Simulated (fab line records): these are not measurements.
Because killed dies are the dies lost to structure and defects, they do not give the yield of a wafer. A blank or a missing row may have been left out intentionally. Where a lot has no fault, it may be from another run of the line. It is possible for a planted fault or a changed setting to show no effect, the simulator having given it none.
Chamber matching + flow nand-harc + NHARC_P_BONDPAD_CMP_19 on cmp-03: 4 sister chambers
The step polishes, t overpolish 30 s, cu recess touch 16 s, target thk 160.81 nm. 16 wafers are shown with their chamber, then 8 later ones without.

== WAFERS WITH THEIR CHAMBER ==
| wafer  | chamber | motor-current-A (A) | overpolish-run-s (s) |
|--------|---------|---------------------|----------------------|
| L076.1 | 3       | 10.1                | 30.000               |
| L076.3 | 1       | 12.2                | 29.993               |
| L076.4 | 0       | 12.1                | 29.999               |
| L077.1 | 1       | 12.8                | 30.000               |
| L077.2 | 3       | 10.4                | 30.001               |
| L077.5 | 1       | 12.2                | 29.994               |
| L079.2 | 3       | 10.4                | 29.997               |
| L079.4 | 1       | 12.2                | 29.998               |
| L079.5 | 3       | 10.3                | 29.996               |
| L082.3 | 1       | 12.8                | 29.983               |
| L082.5 | 0       | 12.0                | 29.992               |
| L082.6 | 1       | 12.2                | 30.004               |
| L084.2 | 2       | 12.6                | 29.999               |
| L084.4 | 0       | 12.3                | 29.991               |
| L084.6 | 1       | 11.9                | 30.006               |
| L087.2 | 3       | 10.5                | 30.004               |

SIGNATURES (means of the wafers above)
| reading          | chamber 0 | chamber 1 | chamber 2 | chamber 3 | scatter within a chamber |
|------------------|-----------|-----------|-----------|-----------|--------------------------|
| motor-current-A  | 12.133    | 12.329    | 12.600    | 10.340    | 0.263                    |
| overpolish-run-s | 29.99400  | 29.99686  | 29.99900  | 29.99960  | 0.00606                  |
Rule: for a wafer and a chamber, the distance is found by dividing, reading by reading, the gap between the wafer's reading and the chamber's mean by the reading's scatter, squaring, summing and taking the root. If the next closest chamber is less than 2 further off than the closest, the wafer can't be placed; otherwise it belongs to the closest. The scatter: the root of (the sum of the squares of (reading less its chamber's mean) over the shown wafers, divided by (wafers less chambers)).

== WAFERS MISSING THEIR CHAMBER ==
| wafer  | motor-current-A (A) | overpolish-run-s (s) |
|--------|---------------------|----------------------|
| L087.4 | 12.0                | 30.015               |
| L087.6 | 13.2                | 30.011               |
| L086.2 | 11.9                | 30.004               |
| L086.3 | 12.8                | 30.009               |
| L086.6 | 11.6                | 30.006               |
| L092.1 | 12.1                | 30.014               |
| L092.3 | 13.3                | 29.991               |
| L092.4 | 10.2                | 30.002               |

== WHICH CHAMBER EACH WENT THROUGH ==
| wafer  | from the rows above          | in truth |
|--------|------------------------------|----------|
| L087.4 | can't be placed: 1 or 2 or 0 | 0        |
| L087.6 | can't be placed: 2 or 1 or 0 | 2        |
| L086.2 | can't be placed: 0 or 1 or 2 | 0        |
| L086.3 | can't be placed: 2 or 1 or 0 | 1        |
| L086.6 | can't be placed: 0 or 1 or 2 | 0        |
| L092.1 | can't be placed: 1 or 2 or 0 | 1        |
| L092.3 | can't be placed: 2 or 1 or 0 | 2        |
| L092.4 | 3                            | 3        |
Correct placement for 1 of the 8. Unplaceable from these rows: 7, with the true chamber sitting among the candidates in 7. Wrongly placed: 0.
